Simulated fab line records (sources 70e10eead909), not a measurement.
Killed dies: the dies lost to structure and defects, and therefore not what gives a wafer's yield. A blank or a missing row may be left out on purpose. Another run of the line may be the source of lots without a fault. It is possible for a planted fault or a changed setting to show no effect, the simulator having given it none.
Chamber matching | flow nandHarc | NHARC_A_SGD_CUT_DEP_00 on pecvd-01 has 3 sister chambers
The step deposits SiNx, target thk 50 nm. 3 wafers are shown with their chamber, then 12 later ones without.

WAFERS, EACH WITH ITS CHAMBER
wafer  | chamber | heaterPowerW (W)
L082.4 | 1       | 539
L082.5 | 0       | 784
L082.6 | 2       | 704

WAFERS WHOSE CHAMBER IS MISSING
wafer  | heaterPowerW (W)
L089.1 | 873
L089.4 | 529
L089.5 | 879
L091.4 | 609
L091.5 | 877
L091.6 | 580
L094.1 | 590
L094.2 | 789
L094.3 | 566
L094.4 | 562
L094.5 | 812
L094.6 | 623

EACH ONE'S CHAMBER
wafer  | from the rows above          | in truth
L089.1 | can't be placed: 0 or 2      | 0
L089.4 | 1                            | 1
L089.5 | can't be placed: 0 or 2      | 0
L091.4 | can't be placed: 1 or 2 or 0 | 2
L091.5 | can't be placed: 0 or 2      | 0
L091.6 | can't be placed: 1 or 2      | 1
L094.1 | can't be placed: 1 or 2      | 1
L094.2 | can't be placed: 0 or 2      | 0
L094.3 | can't be placed: 1 or 2      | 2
L094.4 | can't be placed: 1 or 2      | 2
L094.5 | can't be placed: 0 or 2      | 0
L094.6 | can't be placed: 2 or 1 or 0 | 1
Correct placement for 1 of the 12. Not placeable from these rows: 11 (in 11, the candidates include the true chamber). Wrongly placed: 0.
How it was worked out, from the rows above alone: a wafer's distance from a chamber is the root of the sum, over the readings, of the square of ((its reading less the chamber's mean) divided by the reading's scatter). If the next closest chamber is less than 2 further off than the closest, the wafer can't be placed; otherwise it belongs to the closest. A chamber's mean is the mean of its shown wafers. The scatter: root of mean squared gap, hidden wafer to nearest shown wafer, with one shown wafer a chamber.
